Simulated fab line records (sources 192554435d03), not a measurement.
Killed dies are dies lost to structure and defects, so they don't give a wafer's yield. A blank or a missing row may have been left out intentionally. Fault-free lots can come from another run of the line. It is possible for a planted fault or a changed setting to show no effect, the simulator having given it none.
Check for tools in common + flow n5Finfet + 9 lots and 27 wafers in the sample

== WHY THIS WAS OPENED ==
At N5_BEOL_M3_INSPECT_59 the reading rawDefectCount is flagged on 2 of 9 lots. No-fault wafers: 62, standard deviation 20.
Rule: a lot gets a flag if all its wafers with a number sit over 4 standard deviations from that mean, or if no wafer of it has a number. The rest of the lots are taken to be sound.

| lot  | measured     | on               | rawDefectCount, wafer by wafer | flag    |
|------|--------------|------------------|--------------------------------|---------|
| L462 | day 7 22:38  | defectInspect-01 | 74 53 66                       |         |
| L464 | day 8 03:18  | defectInspect-01 | 93 61 51                       |         |
| L466 | day 8 15:34  | defectInspect-02 | 43 79 66                       |         |
| L467 | day 9 02:31  | defectInspect-02 | 44 69 69                       |         |
| L472 | day 10 10:59 | defectInspect-02 | 55 78 57                       |         |
| L478 | day 11 14:09 | defectInspect-01 | 1013 1003 1006                 | FLAGGED |
| L477 | day 11 22:54 | defectInspect-02 | 996 1005 1071                  | FLAGGED |
| L483 | day 12 23:25 | defectInspect-02 | 42 94 100                      |         |
| L484 | day 13 07:52 | defectInspect-01 | 47 51 28                       |         |
The numbers of the flagged lots are 1016 on average: +954 against the usual, or +48 standard deviations.

== LOT BY LOT: THE TOOL USED ==
Before the reading, the record contains 4 process steps out of a 1938-step route. Each cell gives the tool, then ch followed by the chambers the sampled wafers passed through, then the start.
| lot  | flag    | N5_BEOL_M3_SPUTTER_90       | N5_BEOL_M3_ANNEAL_95        | N5_BEOL_M3_SPUTTER_96       | N5_BEOL_M3_DEP_57               |
|------|---------|-----------------------------|-----------------------------|-----------------------------|---------------------------------|
| L462 |         | pvdSputter-01, day 7 20:50  | pvdSputter-01, day 7 21:25  | pvdSputter-01, day 7 21:34  | pecvd-03 ch 1,2, day 7 22:33    |
| L464 |         | pvdSputter-03, day 8 01:34  | pvdSputter-03, day 8 02:05  | pvdSputter-03, day 8 02:13  | pecvd-03 ch 0,1, day 8 03:12    |
| L466 |         | pvdSputter-02, day 8 13:49  | pvdSputter-02, day 8 14:20  | pvdSputter-02, day 8 14:28  | pecvd-04 ch 0,1,2, day 8 15:28  |
| L467 |         | pvdSputter-03, day 9 00:47  | pvdSputter-03, day 9 01:19  | pvdSputter-03, day 9 01:27  | pecvd-01 ch 1,2, day 9 02:26    |
| L472 |         | pvdSputter-01, day 10 09:06 | pvdSputter-01, day 10 09:37 | pvdSputter-01, day 10 09:46 | pecvd-04 ch 0,1,2, day 10 10:53 |
| L478 | FLAGGED | pvdSputter-02, day 11 12:25 | pvdSputter-02, day 11 12:56 | pvdSputter-02, day 11 13:04 | pecvd-03 ch 0,1, day 11 14:03   |
| L477 | FLAGGED | pvdSputter-01, day 11 21:10 | pvdSputter-01, day 11 21:41 | pvdSputter-01, day 11 21:50 | pecvd-03 ch 0,2, day 11 22:49   |
| L483 |         | pvdSputter-03, day 12 21:40 | pvdSputter-03, day 12 22:11 | pvdSputter-03, day 12 22:20 | pecvd-01 ch 0,1, day 12 23:19   |
| L484 |         | pvdSputter-01, day 13 05:50 | pvdSputter-01, day 13 06:21 | pvdSputter-01, day 13 06:29 | pecvd-04 ch 0,2, day 13 07:46   |
What is done by these steps:
- N5_BEOL_M3_SPUTTER_90: material Cu, target thk 4.5 nm, time 8.29 s.
- N5_BEOL_M3_ANNEAL_95: time 240 s.
- N5_BEOL_M3_SPUTTER_96: material Cu, target thk 4.5 nm, time 8.29 s.
- N5_BEOL_M3_DEP_57: deposits SiCN from 3MS/NH3, target thk 8 nm, time 14 s.
- N5_BEOL_M3_INSPECT_59: inspects for defects (darkfield).

== FLAGGED OVER TOTAL, TOOL BY TOOL (the gauges that took the reading come last) ==
| step                  | tool             | lots run | flagged | share of the flagged lots | sound lots run after its first flagged lot |
|-----------------------|------------------|----------|---------|---------------------------|--------------------------------------------|
| N5_BEOL_M3_SPUTTER_90 | pvdSputter-01    | 4        | 1       | some                      | 1 (L484)                                   |
| N5_BEOL_M3_SPUTTER_90 | pvdSputter-02    | 2        | 1       | some                      | 0                                          |
| N5_BEOL_M3_SPUTTER_90 | pvdSputter-03    | 3        | 0       | none                      | -                                          |
| N5_BEOL_M3_ANNEAL_95  | pvdSputter-01    | 4        | 1       | some                      | 1 (L484)                                   |
| N5_BEOL_M3_ANNEAL_95  | pvdSputter-02    | 2        | 1       | some                      | 0                                          |
| N5_BEOL_M3_ANNEAL_95  | pvdSputter-03    | 3        | 0       | none                      | -                                          |
| N5_BEOL_M3_SPUTTER_96 | pvdSputter-01    | 4        | 1       | some                      | 1 (L484)                                   |
| N5_BEOL_M3_SPUTTER_96 | pvdSputter-02    | 2        | 1       | some                      | 0                                          |
| N5_BEOL_M3_SPUTTER_96 | pvdSputter-03    | 3        | 0       | none                      | -                                          |
| N5_BEOL_M3_DEP_57     | pecvd-01         | 2        | 0       | none                      | -                                          |
| N5_BEOL_M3_DEP_57     | pecvd-03         | 4        | 2       | all                       | 0                                          |
| N5_BEOL_M3_DEP_57     | pecvd-04         | 3        | 0       | none                      | -                                          |
| N5_BEOL_M3_INSPECT_59 | defectInspect-01 | 4        | 1       | some                      | 1 (L484)                                   |
| N5_BEOL_M3_INSPECT_59 | defectInspect-02 | 5        | 1       | some                      | 1 (L483)                                   |

== THE TABLE: WHAT IT ALLOWS ==
1 row of the table ran every flagged lot: pecvd-03 at N5_BEOL_M3_DEP_57.
- pecvd-03 at N5_BEOL_M3_DEP_57: 2 of its 4 lots flagged. It ran its last sound lot, L464, at day 8 03:12 and its first flagged lot, L478, at day 11 14:03: a fault with its onset between the two fits.
What remains is a single tool, pecvd-03 at N5_BEOL_M3_DEP_57.

== WHAT HAD BEEN PUT IN BY THE SIMULATOR ==
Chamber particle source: pecvd-03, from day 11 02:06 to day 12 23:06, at N5_BEOL_M3_DEP_57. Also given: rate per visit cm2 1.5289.
Lots struck among those shown: L478, L477. The rule above found the same.
